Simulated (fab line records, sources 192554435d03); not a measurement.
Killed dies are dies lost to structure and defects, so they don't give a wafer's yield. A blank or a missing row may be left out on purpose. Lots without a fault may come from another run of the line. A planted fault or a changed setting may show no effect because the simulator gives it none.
Tool commonality check | flow n5_finfet | 9 lots, 25 wafers sampled

WHY IT WAS OPENED
At N5_BEOL_M14_THK_MEAS_50 the reading M14_THK is flagged on 2 of 9 lots. Wafers without a fault read 555 nm, standard deviation 12.
Rule: a lot is flagged when every wafer of it that has a number lies more than 4 standard deviations from that mean, or none has a number. The other lots count as sound.

lot  | measured     | on            | M14_THK (nm), wafer by wafer | flag
L786 | day 13 22:05 | film_metro-02 | 547 564 550                  |
L789 | day 14 12:14 | film_metro-02 | 549 548                      |
L795 | day 15 08:07 | film_metro-01 | 1215 1231 1221               | FLAGGED
L794 | day 15 09:42 | film_metro-02 | 1243 1249 1249               | FLAGGED
L801 | day 17 00:34 | film_metro-02 | 537 572 530                  |
L803 | day 17 01:16 | film_metro-02 | 552 566                      |
L804 | day 17 16:22 | film_metro-02 | 562 532 549                  |
L805 | day 18 03:12 | film_metro-02 | 551 556 554                  |
L806 | day 18 04:40 | film_metro-01 | 556 555 564                  |
The numbers of the flagged lots are 1235 nm on average: +680 nm against the usual, or +57 standard deviations.

WHICH TOOL RAN EACH LOT
The record holds 3 process steps before the reading, out of a route of 1938 steps. In each cell: the tool, then ch and the chambers that the sampled wafers went through, then the start.
lot  | flag    | N5_BEOL_M14_DESCUM_33              | N5_BEOL_M14_PRE_CLEAN_42     | N5_BEOL_M14_CMP_49
L786 |         | rie_diel-03 ch 0,1, day 13 16:05   | pvd_sputter-03, day 13 20:58 | cmp-01 ch 0,1, day 13 21:50
L789 |         | rie_diel-01 ch 1,3, day 14 01:44   | pvd_sputter-03, day 14 11:10 | cmp-01 ch 0,2, day 14 12:03
L795 | FLAGGED | rie_diel-03 ch 0,3, day 15 04:17   | pvd_sputter-03, day 15 07:00 | cmp-01 ch 0,1, day 15 07:52
L794 | FLAGGED | rie_diel-03 ch 0,1,2, day 15 07:09 | pvd_sputter-01, day 15 08:35 | cmp-04 ch 0,1,2, day 15 09:28
L801 |         | rie_diel-01 ch 0,2, day 16 22:08   | pvd_sputter-02, day 16 23:22 | cmp-01 ch 1,3, day 17 00:19
L803 |         | rie_diel-03 ch 0,1, day 16 22:12   | pvd_sputter-03, day 16 23:47 | cmp-01 ch 0,2, day 17 00:58
L804 |         | rie_diel-01 ch 1,2,3, day 17 13:24 | pvd_sputter-02, day 17 15:14 | cmp-01 ch 0,1, day 17 16:07
L805 |         | rie_diel-03 ch 0,3, day 17 21:17   | pvd_sputter-01, day 18 02:01 | cmp-01 ch 0,2,3, day 18 02:54
L806 |         | rie_diel-06 ch 1,2,3, day 18 01:43 | pvd_sputter-03, day 18 03:33 | cmp-01 ch 0,2,3, day 18 04:26
What these steps do:
- N5_BEOL_M14_DESCUM_33: chemistry O2, time 7.9 s.
- N5_BEOL_M14_PRE_CLEAN_42: time 30 s.
- N5_BEOL_M14_CMP_49: polishes, stops on SiO2, t overpolish 5.2 s, target thk 560 nm.
- N5_BEOL_M14_THK_MEAS_50: measures by xrf.

FLAGGED OVER TOTAL, TOOL BY TOOL (the gauges that took the reading come last)
step                     | tool           | lots run | flagged | share of the flagged lots | sound lots run after its first flagged lot
N5_BEOL_M14_DESCUM_33    | rie_diel-01    | 3        | 0       | none                      | -
N5_BEOL_M14_DESCUM_33    | rie_diel-03    | 5        | 2       | all                       | 2 (L803,L805)
N5_BEOL_M14_DESCUM_33    | rie_diel-06    | 1        | 0       | none                      | -
N5_BEOL_M14_PRE_CLEAN_42 | pvd_sputter-01 | 2        | 1       | some                      | 1 (L805)
N5_BEOL_M14_PRE_CLEAN_42 | pvd_sputter-02 | 2        | 0       | none                      | -
N5_BEOL_M14_PRE_CLEAN_42 | pvd_sputter-03 | 5        | 1       | some                      | 2 (L803,L806)
N5_BEOL_M14_CMP_49       | cmp-01         | 8        | 1       | some                      | 5 (L801,L803,L804,L805,L806)
N5_BEOL_M14_CMP_49       | cmp-04         | 1        | 1       | some                      | 0
N5_BEOL_M14_THK_MEAS_50  | film_metro-01  | 2        | 1       | some                      | 1 (L806)
N5_BEOL_M14_THK_MEAS_50  | film_metro-02  | 7        | 1       | some                      | 4 (L801,L803,L804,L805)

WHAT THE TABLE ALLOWS
1 row of the table ran every flagged lot: rie_diel-03 at N5_BEOL_M14_DESCUM_33.
- rie_diel-03 at N5_BEOL_M14_DESCUM_33: 2 of its 5 lots flagged. Sound lots ran on it after the first flagged one (L803, L805), which a lasting fault on the whole tool wouldn't allow.
No row of the table ran every flagged lot and no sound lot after the first.

WHAT THE SIMULATOR HAD PUT IN
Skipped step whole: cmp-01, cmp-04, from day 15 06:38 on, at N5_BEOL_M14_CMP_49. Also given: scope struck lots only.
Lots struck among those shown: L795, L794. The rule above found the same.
